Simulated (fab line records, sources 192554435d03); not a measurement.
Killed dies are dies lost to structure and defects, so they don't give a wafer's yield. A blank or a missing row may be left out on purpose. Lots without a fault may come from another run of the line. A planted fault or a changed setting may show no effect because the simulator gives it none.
fab line records | flow n5_finfet
record lots=4 wafers=12 last_day=16
route steps=1938 shown BEOL_M12@1616 BEOL_M15@1830 PASSIVATION@1936
lots that met no fault: from a run of the same line without faults
start_h: hours from the record's first day to the start of the lot's first wafer shown | wait_h: hours since the lot's step before | " the same as in the row above | L1.1+2: a row that stands for several wafers | - no value, or no start given | * or withheld: withheld | < > ~ a bound
route shown NAME@n: a module of which the file shows steps, and the number in the route of the first | usual: mean/standard deviation of fault-free wafers | same: alike in all rows | chamber/n: place in a boat | sites: the reading at each site | _std_site: their standard deviation | _edge_site: outer sites' mean less inner sites' | radius_mm: how far each site lies from the wafer's centre | mask NAME#n: copy n | behind: the tool/chamber that last shaped the wafer | hold: why the lot was held/for how many hours/how that ended | device: the transistor (n, p or np) that didn't switch | end of line: the same wafers' tests at the end of the route | a step without rows: its recipe alone | killed: dies lost to structure and defects at the first sort, not the wafer's yield | map: a wafer's dies, x killed, . not, _ none there
set.NAME: the setting as run; set.NAME@STEP: as run at that earlier step | model.NAME: the simulator's own value behind a step, which no gauge read
lots at some steps of the route; a table a step, a row a wafer
services: from which hour (start_h, from the record's first day; less than 0 if before it) a tool's chamber was out of use, for how many hours, and why
## steps
# step N5_BEOL_M12_ETCH_59
# recipe chemistry=N2/H2 target=BARC target_depth_a=890 overetch_a=267 time_s=67.9 ion_energy_ev=200 pressure_mtorr=30 source_w=840 bias_w=150 n2_flow_sccm=200 h2_flow_sccm=200
# step N5_BEOL_M12_VIA_ETCH_16
# recipe chemistry=C4F8/O2/Ar target=SiOC pressure_mtorr=30 source_w=3000 bias_w=700 Ar_flow_sccm=400 C4F8_flow_sccm=15 O2_flow_sccm=8 he_inner_torr=15 he_outer_torr=30 target_depth_a=7248 time_s=withheld ion_energy_ev=250 ends=cleared
# step N5_BEOL_M12_STRIP_63
# recipe chemistry=N2/H2 power_w=1000 temp_c=250 h2_frac=0.65 overash_fraction=0.3 pressure_mtorr=1000 n2_flow_sccm=1750 h2_flow_sccm=3250
# step N5_BEOL_M12_STRIP_64
# recipe chemistry=N2/H2 power_w=1000 temp_c=250 h2_frac=0.65 overash_fraction=0.3 pressure_mtorr=withheld n2_flow_sccm=1750 h2_flow_sccm=3250
# step N5_BEOL_M12_STRIP_71
# recipe chemistry=post_etch_residue_remover time_s=60 temp_c=25 remover_ph=withheld remover_water_wt_pct=withheld remover_fluoride_wt_pct=withheld
# step N5_BEOL_M12_SRD_72
# recipe time_s=30 temp_c=23 rinse_liquid=diw dry=n2_spin spin_rpm=1500 dry_time_s=30
# step N5_BEOL_M12_COAT_65
# recipe resist=SOC temp_c=250 time_s=60 spin_rpm=1500 resist_thk_nm=300
# step N5_BEOL_M12_COAT_66
# recipe resist=SiARC temp_c=220 time_s=60 spin_rpm=1500 resist_thk_nm=110
# step N5_BEOL_M12_COAT_22
# recipe spin_rpm=2888 resist_thk_nm=300
# step N5_BEOL_M12_EBR_24
# recipe solvent=PGMEA ebr_width_mm=1.5
# step N5_BEOL_M12_SOFTBAKE_23
# recipe temp_c=130 time_s=60
# step N5_BEOL_M12_EXPOSE_25
# recipe mask_id=M12 na=0.93 source_shape=conventional sigma_outer=0.4 polarization=unpolarized dose_mj=21.8
# columns lot.wafer tool chamber start_h wait_h mask
L789.2+4+5 krf_scanner-02 0 232.08 - M12#0
L799.1+3+6 krf_scanner-02 0 295.54 - M12#0
L801.4+5+6 krf_scanner-02 0 301.00 - M12#0
L805.3+4+5 krf_scanner-01 0 342.22 - M12#0
# step N5_BEOL_M12_PEB_26
# recipe peb_temp_c=130 peb_time_s=90
# step N5_BEOL_M12_DEVELOP_27
# recipe develop_time_s=45 rinse_liquid=diw dry=air_spin dev_temp_c=21
# step N5_BEOL_M12_HARDBAKE_32
# recipe temp_c=130 time_s=120
# step N5_BEOL_M12_CD_MEAS_28
# recipe target_cd_nm=160.2 landing_energy_ev=500 detector=se_inlens polarity=opening
# usual cd_nm=160.7/1.3
# columns lot.wafer tool chamber start_h wait_h cd_nm
L789.2 cd_sem-02 0 232.25 - 161.1
L789.4 " 0 " " 162.2
L789.5 " 0 " " 160.4
L799.1 cd_sem-03 0 295.72 - 161.0
L799.3 " 0 " " 171.4
L799.6 " 0 " " 162.0
L801.4 cd_sem-01 0 301.15 - 169.9
L801.5 " 0 " " 159.9
L801.6 " 0 " " 160.5
L805.3 cd_sem-03 0 342.38 - 161.3
L805.4 " 0 " " 161.5
L805.5 " 0 " " 163.3
# step N5_BEOL_M12_DESCUM_33
# recipe chemistry=O2 time_s=7.9 source_power_w=50 bias_power_w=20 pressure_mtorr=20 rf_frequency_hz=2.712e+07 temp_c=40 o2_flow_sccm=225
# step N5_BEOL_M12_ETCH_67
# recipe chemistry=CF4 target=SiARC target_depth_a=1430 time_s=238.3 ion_energy_ev=80 pressure_mtorr=40 source_w=545 bias_w=36 Ar_flow_sccm=100 cf4_flow_sccm=100 ends=cleared
# step N5_BEOL_M12_ETCH_68
# recipe chemistry=N2/H2 target=SOC mask_material=SiARC source_w=3000 bias_w=350 temp_c=40 time_s=285 ion_energy_ev=200 pressure_mtorr=30 n2_flow_sccm=200 h2_flow_sccm=200
# step N5_BEOL_M12_STRIP_69
# recipe chemistry=N2/H2 temp_c=40 n2_flow_sccm=200 h2_flow_sccm=200 rf_frequency_hz=6e+07
# step N5_BEOL_M12_TRENCH_ETCH_34
# recipe chemistry=C4F8/O2/Ar target=SiOC target_depth_a=3189.5 mask_material=SOC pressure_mtorr=30 source_w=3000 bias_w=700 Ar_flow_sccm=400 C4F8_flow_sccm=15 O2_flow_sccm=8 he_inner_torr=15 he_outer_torr=30 time_s=125.5 ion_energy_ev=250
# step N5_BEOL_M12_STRIP_70
# recipe chemistry=C4F8/O2/Ar resist=SiARC rf_frequency_hz=6e+07
# step N5_BEOL_M12_STRIP_37
# recipe chemistry=N2/H2 power_w=1000 temp_c=250 h2_frac=0.65 overash_fraction=0.3 pressure_mtorr=withheld n2_flow_sccm=1750 h2_flow_sccm=3250
# step N5_BEOL_M12_ETCH_38
# recipe chemistry=CF4/N2 target=SiCN target_depth_a=687 taper_deg=2 time_s=73.4 ion_energy_ev=150 mask_material=SiO2 pressure_mtorr=40 source_w=430 bias_w=70 Ar_flow_sccm=100 cf4_flow_sccm=60 n2_flow_sccm=60
# step N5_BEOL_M12_PRECLEAN_39
# recipe chemistry=residue_remover time_s=60 temp_c=40
# step N5_BEOL_M12_SRD_40
# recipe time_s=30 temp_c=23 rinse_liquid=diw dry=n2_spin spin_rpm=1500 dry_time_s=30
# step N5_BEOL_M12_DEGAS_41
# recipe ambient=vacuum temp_c=250 time_s=60
# step N5_BEOL_M12_PRE_CLEAN_42
# recipe gas=H2/He time_s=30 temp_c=250
# step N5_BEOL_M12_SPUTTER_43
# recipe material=TaN target_thk_a=150 temp_c=50 bias_v=168.6 power_w=15000 chamber_pressure_pa=0.12 time_s=24.19
# step N5_BEOL_M12_SPUTTER_44
# recipe material=Ta target_thk_a=100 temp_c=50 bias_v=80 power_w=15000 chamber_pressure_pa=0.07 time_s=16.13
# step N5_BEOL_M12_SPUTTER_45
# recipe material=Cu target_thk_a=800 temp_c=-20 bias_v=60 power_w=26000 chamber_pressure_pa=0.13 time_s=13.33
# step N5_BEOL_M12_ECD_47
# recipe material=Cu target_thk_a=7200
# step N5_BEOL_M12_ANNEAL_48
# recipe temp_c=225 time_s=90 ambient=N2
# step N5_BEOL_M12_CMP_49
# recipe stop_on=SiOC t_overpolish_s=20.6 down_force_psi=1 platen_rpm=50 clearing_platen_down_force_psi=1.5 clearing_platen_rpm=50 post_cmp_clean=cu_alkaline target_thk_nm=320 clearing_platen_pad_velocity_m_s=0.99484 pad_velocity_m_s=0.99484
# step N5_BEOL_M12_PRE_CLEAN_52
# recipe gas=NH3 time_s=15 temp_c=withheld rf_power_w=300
# step N5_BEOL_M12_DEP_53
# recipe material=SiCN target_thk_a=300 temp_c=withheld precursor=3MS/NH3 pressure_torr=3 rf_w=675 time_s=10.5
# step N5_BEOL_M15_RC_MEAS_101
# usual COMB_M10=1.5e-11/3.2e-12 COMB_M10_max_site=2.2e-11/5.1e-12 COMB_M11=1.5e-11/3.1e-12 COMB_M12=6.4e-12/1.4e-12 COMB_M13=4.9e-12/9.4e-13 COMB_M14=3.9e-12/8.9e-13 COMB_M15=2.8e-12/5.6e-13 COMB_M5=3.8e-11/8.1e-12 COMB_M6=2.6e-11/5.4e-12 COMB_M7=2.6e-11/5.7e-12 COMB_M8=2.6e-11/5.5e-12 COMB_M8_max_site=3.7e-11/8.5e-12 COMB_M9=1.49e-11/3e-12 SERP_M10=3.09/0.083 SERP_M10_max_site=3.17/0.089 SERP_M11=3.07/0.067 SERP_M12=0.635/0.013 SERP_M12_max_site=0.647/0.014 SERP_M13=0.309/0.0048 SERP_M14=0.160/0.0033 SERP_M5=39.4/1.6 SERP_M6=13.7/0.39 SERP_M7=13.8/0.43 SERP_M7_max_site=14.4/0.5 SERP_M8=13.9/0.5 SERP_M9=3.06/0.076 SERP_M9_max_site=3.16/0.08
# columns lot.wafer tool chamber start_h wait_h COMB_M10[S/m] COMB_M10_max_site[S/m] COMB_M11[S/m] COMB_M12[S/m] COMB_M13[S/m] COMB_M14[S/m] COMB_M15[S/m] COMB_M5[S/m] COMB_M6[S/m] COMB_M7[S/m] COMB_M8[S/m] COMB_M8_max_site[S/m] COMB_M9[S/m] SERP_M10[ohm/um] SERP_M10_max_site[ohm/um] SERP_M11[ohm/um] SERP_M12[ohm/um] SERP_M12_max_site[ohm/um] SERP_M13[ohm/um] SERP_M14[ohm/um] SERP_M5[ohm/um] SERP_M6[ohm/um] SERP_M7[ohm/um] SERP_M7_max_site[ohm/um] SERP_M8[ohm/um] SERP_M9[ohm/um] SERP_M9_max_site[ohm/um]
L789.2 prober-02 0 253.99 0.2 1.8e-11 2.6e-11 1.2e-11 4.5e-12 4.5e-12 5.6e-12 3.7e-12 5.1e-11 3.2e-11 2.8e-11 2.6e-11 3.7e-11 1.14e-11 3.11 3.20 3.09 0.620 0.631 0.312 0.160 37.6 13.2 14.1 14.3 13.9 2.98 3.16
L789.4 " 0 " " 1.3e-11 1.5e-11 1.7e-11 4.5e-12 4.2e-12 5.7e-12 3.7e-12 3.1e-11 3.5e-11 2.4e-11 3e-11 4.5e-11 1.74e-11 2.98 3.06 3.08 0.624 0.629 0.310 0.157 39.3 13.9 13.7 13.9 14.5 3.06 3.12
L789.5 " 0 " " 1.5e-11 2.2e-11 1.9e-11 4.8e-12 5e-12 4.6e-12 4e-12 4e-11 2.9e-11 2e-11 2.7e-11 4.1e-11 1.46e-11 3.02 3.12 3.13 0.645 0.656 0.316 0.156 37.9 13.3 13.6 14.1 14.2 2.99 3.11
L799.1 prober-02 0 326.39 0.0 8e-12 1.5e-11 1.9e-11 6.7e-12 5e-12 3.9e-12 2.5e-12 3.8e-11 2.8e-11 3.6e-11 2.3e-11 3.7e-11 1e-11 2.96 3.01 2.98 0.623 0.635 0.317 0.162 39.1 14.0 14.3 14.9 14.6 3.09 3.22
L799.3 " 0 " " 1.3e-11 1.7e-11 2e-11 6.9e-12 7.3e-12 3.9e-12 2.8e-12 3.4e-11 2.3e-11 2.2e-11 1.7e-11 2.5e-11 1.16e-11 3.05 3.13 3.09 0.560 0.577 0.312 0.159 39.2 14.1 13.5 14.3 14.3 3.22 3.26
L799.6 " 0 " " 1.5e-11 1.8e-11 1.8e-11 4.7e-12 6.4e-12 2.9e-12 2.7e-12 3e-11 2.8e-11 2.3e-11 3.8e-11 4.4e-11 1.48e-11 2.99 3.03 2.91 0.606 0.623 0.312 0.158 41.3 13.9 13.8 14.3 14.8 3.11 3.21
L801.4 prober-01 0 331.40 0.5 1.8e-11 2.5e-11 1e-11 6.3e-12 4.6e-12 3.9e-12 3.3e-12 3.2e-11 2.5e-11 2.2e-11 2.8e-11 3.8e-11 1.33e-11 3.18 3.29 3.15 0.565 0.580 0.307 0.159 38.9 14.4 13.9 14.3 14.2 3.00 3.10
L801.5 " 0 " " 1.4e-11 1.6e-11 1e-11 6.5e-12 3.8e-12 3.7e-12 2.2e-12 3.8e-11 2.9e-11 2.1e-11 2.6e-11 3.7e-11 1.75e-11 3.11 3.22 3.18 0.629 0.641 0.316 0.160 43.8 14.1 13.5 14.1 14.8 2.97 3.06
L801.6 " 0 " " 1.3e-11 1.9e-11 1.1e-11 4.6e-12 4.8e-12 3.8e-12 2.3e-12 2.8e-11 2.4e-11 2.3e-11 3.1e-11 3.6e-11 1.91e-11 3.13 3.17 3.13 0.651 0.669 0.309 0.165 40.0 13.1 13.7 14.2 13.8 2.96 3.14
L805.3 prober-02 0 368.07 0.3 1e-11 1.6e-11 1.5e-11 5.6e-12 6.9e-12 3.1e-12 2.6e-12 3.9e-11 2.4e-11 2.9e-11 2.7e-11 3.3e-11 1.39e-11 3.13 3.27 3.04 0.637 0.644 0.311 0.157 38.3 13.0 13.2 13.9 12.6 3.13 3.23
L805.4 " 0 " " 1.6e-11 2e-11 1e-11 5.6e-12 7.3e-12 3.3e-12 3.4e-12 4.1e-11 1.7e-11 3.8e-11 2e-11 2.4e-11 1.66e-11 3.09 3.16 3.03 0.620 0.626 0.317 0.159 40.8 13.6 13.2 13.7 13.5 3.05 3.16
L805.5 " 0 " " 1e-11 1.5e-11 1.3e-11 5e-12 5.3e-12 3.3e-12 4.6e-12 3.8e-11 2.5e-11 3.3e-11 2.4e-11 3.8e-11 1.3e-11 3.04 3.11 3.11 0.636 0.651 0.315 0.161 37.7 13.1 13.7 14.1 13.0 3.06 3.22
# sites SERP_M12 radius_mm=0,75,75,75,75,140,140,140,140
L789.2 0.606 0.617 0.606 0.631 0.623 0.629 0.625 0.619 0.620
L799.1 0.610 0.613 0.616 0.627 0.615 0.634 0.623 0.629 0.635
L801.4 0.563 0.563 0.566 0.565 0.566 0.565 0.562 0.570 0.580
L805.3 0.625 0.640 0.637 0.618 0.633 0.638 0.644 0.639 0.636
# step N5_PASSIVATION_PROBE_49
# usual defect_limited_yield=91.3/1.4 killed_at_M0_to_M3=35/11 killed_at_M4_up=14/5.4 killed_at_contacts=12/6.2 killed_at_front_end=38/11 killed_at_other=4.1/2.8 killed_dies=103/17 killed_on_rim=13/4 killed_open=66/13 killed_short=34/8.2 sort_bin_5_function=5.1/0.89 sort_bin_6_memory=3.3/0.72 sort_n_pass=1077/17 sort_yield_pct=91.3/1.4
# same gross_dies=1180 killed_at_back_side=0 sort_bin_4_leakage[%]=0 sort_bin_8_speed[%]=0
# columns lot.wafer tool chamber start_h wait_h defect_limited_yield[%] killed_at_M0_to_M3 killed_at_M4_up killed_at_contacts killed_at_front_end killed_at_other killed_dies killed_on_rim killed_open killed_short sort_bin_5_function[%] sort_bin_6_memory[%] sort_n_pass sort_yield_pct[%]
L789.2 prober-02 - 266.56 0.1 91.7 43 13 3 38 1 98 19 61 35 4.7 3.4 1082 91.7
L789.4 prober-02 - 266.66 0.2 91.6 40 11 12 34 2 99 14 70 27 4.7 3.3 1081 91.6
L789.5 prober-02 - 266.71 0.2 91.3 40 13 7 38 5 103 9 65 36 4.7 3.8 1077 91.3
L801.4 prober-02 - 346.12 0.2 91.1 34 9 13 44 5 105 10 66 36 5.4 3.2 1075 91.1
L801.5 prober-02 - 346.17 0.2 90.3 17 22 5 69 2 115 13 71 40 6.4 2.8 1065 90.3
L801.6 prober-02 - 346.22 0.3 92.7 20 17 9 36 4 86 6 53 29 4.2 2.8 1094 92.7
L805.3 prober-01 - 383.39 0.1 91.4 29 8 11 52 1 101 14 68 30 4.9 3.5 1079 91.4
L805.4 prober-01 - 383.44 0.2 93.5 24 6 7 39 1 77 15 46 27 3.9 2.5 1103 93.5
L805.5 prober-01 - 383.49 0.2 93.6 20 13 8 29 5 75 10 46 28 4.2 1.9 1105 93.6
# killed by level:class
L789.2 STI_FIN_REVEAL:geometric_particle:open=12 BEOL_M0_SAQP:geometric_particle:open=12 BEOL_M0_SAQP:geometric_particle:short=10 BEOL_M3:geometric_particle:open=10 BEOL_M4:geometric_particle:open=8 BEOL_M2:geometric_particle:open=6 FIN_SAQP:geometric_particle:short=4 STI_FIN_REVEAL:geometric_particle:short=4
L789.4 FIN_SAQP:geometric_particle:open=10 MOL_CONTACT_COAG:geometric_particle:open=10 FIN_SAQP:geometric_particle:short=7 STI_FIN_REVEAL:geometric_particle:open=7 BEOL_M0_SAQP:geometric_particle:open=7 BEOL_M0:geometric_particle:open=7 BEOL_M1:geometric_particle:open=5 BEOL_M0:geometric_particle:short=5
L789.5 BEOL_M0_SAQP:geometric_particle:short=9 STI_FIN_REVEAL:geometric_particle:open=8 BEOL_M0_SAQP:geometric_particle:open=8 BEOL_M4:geometric_particle:open=8 FIN_SAQP:geometric_particle:open=7 GATE_CUT:geometric_particle:short=6 MOL_CONTACT_COAG:geometric_particle:open=6 FIN_SAQP:geometric_particle:short=5
L801.4 BEOL_M0_SAQP:geometric_particle:open=14 STI_FIN_REVEAL:geometric_particle:open=12 MOL_CONTACT_COAG:geometric_particle:open=10 BEOL_M0_SAQP:geometric_particle:short=8 FIN_SAQP:geometric_particle:open=6 ILD0:geometric_particle:short=5 FIN_SAQP:geometric_particle:short=4 DUMMY_GATE:geometric_particle:open=4
L801.5 FIN_SAQP:geometric_particle:open=19 STI_FIN_REVEAL:geometric_particle:open=12 FIN_SAQP:geometric_particle:short=10 GATE_CUT:geometric_particle:short=5 BEOL_M3:geometric_particle:open=5 BEOL_M4:geometric_particle:open=5 ILD0:geometric_particle:open=4 STI_FIN_REVEAL:geometric_particle:short=4
L801.6 BEOL_M0_SAQP:geometric_particle:open=8 FIN_SAQP:geometric_particle:short=7 STI_FIN_REVEAL:geometric_particle:open=6 MOL_CONTACT_COAG:geometric_particle:open=6 BEOL_M0_SAQP:geometric_particle:short=5 STARTING-WAFER:geometric_particle:open=5 FIN_SAQP:geometric_particle:open=4 ILD0:geometric_particle:open=4
L805.3 FIN_SAQP:geometric_particle:open=12 BEOL_M2:geometric_particle:open=12 BEOL_M0_SAQP:geometric_particle:open=9 MOL_CONTACT_COAG:geometric_particle:open=8 GATE_CUT:geometric_particle:short=7 FIN_CUT:geometric_particle:short=6 STI_FIN_REVEAL:geometric_particle:open=5 GATE_CUT:geometric_particle:open=5
L805.4 FIN_SAQP:geometric_particle:short=7 FIN_SAQP:geometric_particle:open=7 STI_FIN_REVEAL:geometric_particle:open=7 BEOL_M1:geometric_particle:open=6 MOL_CONTACT_COAG:geometric_particle:open=6 BEOL_M2:geometric_particle:open=4 BEOL_M3:geometric_particle:open=4 FIN_CUT:geometric_particle:short=3
L805.5 MOL_CONTACT_COAG:geometric_particle:open=7 GATE_CUT:geometric_particle:short=5 BEOL_M2:geometric_particle:open=5 BEOL_M0_SAQP:geometric_particle:short=4 BEOL_M1:geometric_particle:open=4 BEOL_M8:geometric_particle:open=4 STARTING-WAFER:geometric_particle:short=4 FIN_SAQP:geometric_particle:short=3
## services
# columns tool chamber start_h hours kind
krf_scanner-01 - 210.80 1.0 pm
krf_scanner-01 0 224.06 - calibration
krf_scanner-02 - 233.26 1.0 pm
krf_scanner-02 - 243.47 1.3 pm
krf_scanner-02 - 267.82 0.8 pm
krf_scanner-01 - 276.64 1.3 pm
krf_scanner-02 0 280.34 - calibration
krf_scanner-01 - 290.00 0.8 pm
krf_scanner-02 - 335.91 5.4 repair
## key
first_sign step=N5_BEOL_M12_CD_MEAS_28 reading=cd_nm direction=up sigmas=7.6 usual=160.7 struck=170.6
effect step=N5_BEOL_M15_RC_MEAS_101 reading=SERP_M12 direction=down sigmas=5.4 usual=0.635 struck=0.563
met_at N5_BEOL_M12_EXPOSE_25
struck_wafers L799.3,L801.4
onset_between 232.08 295.54
fault kind=process_parameter_drift tool=krf_scanner-02 chamber=- onset_h=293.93 steps=N5_BEOL_M12_EXPOSE_25 channel=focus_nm offset=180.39 shape=step end_h=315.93 scope=struck_wafers_only
